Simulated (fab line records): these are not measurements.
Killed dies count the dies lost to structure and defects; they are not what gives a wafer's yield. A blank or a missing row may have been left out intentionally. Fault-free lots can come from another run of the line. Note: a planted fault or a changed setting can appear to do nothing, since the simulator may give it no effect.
Which tool did it?    flow n5-finfet    11 lots, 33 wafers sampled, at 5 steps of a route of 1938

WHAT THE GAUGES READ, wafer by wafer
The record lacks any reading of a measuring or inspecting step that a usual standard deviation could be used to judge.

TOOL THAT RAN EACH LOT (tool first, then ch and the chambers of the sampled wafers, then the start)
lot   N5_DUMMY_REMOVAL_STRIP_10          N5_HKMG_FIN_ALD_74               N5_HKMG_FIN_ETCH_54                N5_HKMG_FIN_ALD_79                  N5_PASSIVATION_PROBE_49
L338  rie-diel-01 ch 0,2, day 3 21:20    ald-hk-03 ch 0,1,2, day 3 22:15  rie-diel-04 ch 0,1, day 3 22:47    ald-metal-01 ch 1,2,3, day 4 00:16  -
L339  rie-diel-05 ch 1,2,3, day 4 06:49  ald-hk-02 ch 1,2,3, day 4 08:04  rie-diel-02 ch 2,3, day 4 08:37    ald-metal-01 ch 0,2,3, day 4 10:21  -
L341  rie-diel-01 ch 1,2, day 5 05:07    ald-hk-01 ch 0,1,3, day 5 06:03  rie-diel-03 ch 1,2, day 5 06:38    ald-metal-02 ch 0,1, day 5 07:58    -
L342  rie-diel-01 ch 0,3, day 5 05:20    ald-hk-03 ch 0,2, day 5 06:27    rie-diel-04 ch 0,1,3, day 5 07:02  ald-metal-01 ch 1,2,3, day 5 08:22  prober-01, day 14 04:54
L348  rie-diel-01 ch 0,1,2, day 6 13:10  ald-hk-02 ch 0,1,3, day 6 14:17  rie-diel-04 ch 0,2,3, day 6 15:09  ald-metal-01 ch 0,1,3, day 6 16:29  -
L349  rie-diel-06 ch 2,3, day 6 18:38    ald-hk-02 ch 0,3, day 6 19:34    rie-diel-04 ch 0,2,3, day 6 20:22  ald-metal-01 ch 1,2,3, day 6 21:42  -
L350  rie-diel-05 ch 1,2,3, day 7 06:02  ald-hk-02 ch 0,2,3, day 7 07:10  rie-diel-02 ch 1,2, day 7 07:54    ald-metal-01 ch 0,2, day 7 09:14    -
L352  rie-diel-05 ch 0,1,3, day 7 18:04  ald-hk-03 ch 0,2,3, day 7 19:05  rie-diel-03 ch 0,1,2, day 7 20:05  ald-metal-02 ch 0,1,2, day 7 21:25  -
L356  rie-diel-06 ch 1,2,3, day 8 13:16  ald-hk-01 ch 0,1,2, day 8 14:17  rie-diel-02 ch 1,2,3, day 8 14:49  ald-metal-01 ch 0,2,3, day 8 16:10  -
L357  rie-diel-01 ch 0,1, day 8 19:46    ald-hk-01 ch 1,2,3, day 8 20:43  rie-diel-02 ch 1,3, day 8 22:49    ald-metal-01 ch 1,3, day 9 00:08    prober-02, day 17 11:13
L361  rie-diel-01 ch 0,1,2, day 9 14:35  ald-hk-02 ch 1,2, day 9 15:31    rie-diel-02 ch 0,2,3, day 9 16:11  ald-metal-04 ch 2,3, day 9 17:31    -
- N5_DUMMY_REMOVAL_STRIP_10: strips in N2/H2, time 40 s.
- N5_HKMG_FIN_ALD_74: deposits La2O3, target thk 0.5 nm, pulse time 6 s, co reactant pulse time 1 s.
- N5_HKMG_FIN_ETCH_54: etches SiARC in CF4, target depth 45.5 nm, time 75.8 s.
- N5_HKMG_FIN_ALD_79: deposits TiN, target thk 1.5 nm, pulse time 1 s, purge time 3 s.
- N5_PASSIVATION_PROBE_49

AS READ BY THE TOOLS THEMSELVES (means over the sampled wafers that have a number; for cases with no such wafer, the mark the record gives instead)
N5_DUMMY_REMOVAL_STRIP_10.
lot   tool         bias-power-w (W)  drypump-motor-current-A (A)  oes-product-au (a.u.)  rf-vpp-V (V)  showerhead-plenum-p-Torr (Torr)  throttle-valve-pct (%)
L338  rie-diel-01  2.995             5.8                          0.84                   45.1          3.47                             12.04
L339  rie-diel-05  2.998             5.8                          0.72                   45.2          3.41                             12.24
L341  rie-diel-01  3.006             6.4                          0.77                   45.2          3.34                             11.97
L342  rie-diel-01  3.015             5.7                          0.78                   45.7          3.53                             12.18
L348  rie-diel-01  2.995             6.1                          0.79                   46.2          3.44                             11.99
L349  rie-diel-06  2.995             6.3                          0.79                   46.3          3.40                             12.19
L350  rie-diel-05  2.996             5.9                          0.71                   45.6          3.40                             12.29
L352  rie-diel-05  2.998             5.8                          0.73                   44.9          3.32                             12.29
L356  rie-diel-06  3.004             6.2                          0.79                   44.0          3.40                             12.16
L357  rie-diel-01  3.000             5.8                          0.80                   46.2          3.54                             12.06
L361  rie-diel-01  3.003             6.1                          0.77                   44.3          3.43                             12.05

N5_HKMG_FIN_ALD_74.
lot   tool       heater-power-w (W)  precursor-pulse-height-rel
L338  ald-hk-03  333                 1.001
L339  ald-hk-02  355                 0.998
L341  ald-hk-01  363                 0.984
L342  ald-hk-03  356                 0.997
L348  ald-hk-02  353                 1.004
L349  ald-hk-02  363                 0.980
L350  ald-hk-02  363                 1.012
L352  ald-hk-03  342                 1.004
L356  ald-hk-01  361                 0.982
L357  ald-hk-01  355                 0.994
L361  ald-hk-02  345                 1.004

N5_HKMG_FIN_ETCH_54.
lot   tool         drypump-motor-current-A (A)  etch-rf-on-time-s (s)  mfc-ar-sccm (sccm)  oes-product-au (a.u.)  rf-vpp-V (V)  showerhead-plenum-p-Torr (Torr)  throttle-valve-pct (%)
L338  rie-diel-04  6.4                          74.3                   100.1               0.60                   183.9         2.08                             15.67
L339  rie-diel-02  5.3                          75.7                   100.0               0.63                   185.5         2.19                             15.75
L341  rie-diel-03  5.3                          75.7                   99.7                0.74                   183.9         2.17                             15.30
L342  rie-diel-04  6.5                          74.7                   100.2               0.67                   183.4         2.11                             15.67
L348  rie-diel-04  6.2                          91.9                   100.0               0.63                   184.1         2.08                             15.76
L349  rie-diel-04  6.3                          90.4                   100.1               0.63                   183.2         2.08                             15.77
L350  rie-diel-02  5.6                          76.4                   100.1               0.61                   184.7         2.20                             15.82
L352  rie-diel-03  5.4                          74.2                   99.9                0.68                   183.5         2.15                             15.41
L356  rie-diel-02  5.7                          75.1                   99.9                0.61                   184.0         2.18                             15.71
L357  rie-diel-02  6.0                          75.0                   100.5               0.62                   184.1         2.18                             15.60
L361  rie-diel-02  5.4                          75.5                   100.1               0.60                   183.7         2.12                             15.70

N5_HKMG_FIN_ALD_79.
lot   tool          heater-power-w (W)  precursor-pulse-height-rel
L338  ald-metal-01  867                 1.004
L339  ald-metal-01  826                 1.023
L341  ald-metal-02  848                 0.991
L342  ald-metal-01  867                 0.994
L348  ald-metal-01  843                 1.013
L349  ald-metal-01  872                 0.998
L350  ald-metal-01  853                 1.004
L352  ald-metal-02  857                 1.022
L356  ald-metal-01  826                 1.020
L357  ald-metal-01  891                 0.995
L361  ald-metal-04  734                 1.013

N5_PASSIVATION_PROBE_49.
lot   tool       killed_at_M0_to_M3  killed_at_M4_up  killed-at-contacts  killed-at-front-end  killed-at-other  killed-dies  killed-open  killed-short
L342  prober-01  28                  14               5                   32                   2.0              81           52           28
L357  prober-02  40                  18               21                  44                   2.7              126          87           37

THE ANSWER, worked out from the rows above alone
Rule: usual is defined by the lots themselves. The widest of any qualifying gaps counts: lots, ordered by their means at a reading, are off when they make up no more than a third of the lots, leave a main group of 4 or more, and stand apart from it by 3 or more times the standard deviation of that group's means. The tables above print the reading to a certain number of digits; a main group whose means all agree to those digits is not used. A lot without any number at a reading at which 4 lots or more have one is off too. The other lots that the step has rows for count as sound. First the gauges in route order, then the tools' own readings, where a lot's mean is used as printed above. At the first step where some lot is off, the reading lying furthest off is the one used; lots without a number count as furthest.
Off at N5_HKMG_FIN_ETCH_54 (etch-rf-on-time-s): L348, L349. The main group: mean 75.2 s, standard deviation 0.68.
If a tool, at that step or one of the process steps before it, ran each lot that is off and ran no sound lot following the first of them, it fits. One fits: N5_HKMG_FIN_ETCH_54 on rie-diel-04. Its last sound lot is L342 (day 5 07:02), its first lot that is off L348 (day 6 15:09): a fault that began between those two fits.
On the lots that are off, the tool's own readings at N5_HKMG_FIN_ETCH_54 differ by more than 5 times the standard deviation of the sound lots' means, which bears it out; etch-rf-on-time-s reads 91.2 s there versus 75.2 s on the sound lots.

WHAT WAS PUT IN BY THE SIMULATOR
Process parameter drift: rie-diel-04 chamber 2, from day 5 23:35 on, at N5_HKMG_FIN_ETCH_54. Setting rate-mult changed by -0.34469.
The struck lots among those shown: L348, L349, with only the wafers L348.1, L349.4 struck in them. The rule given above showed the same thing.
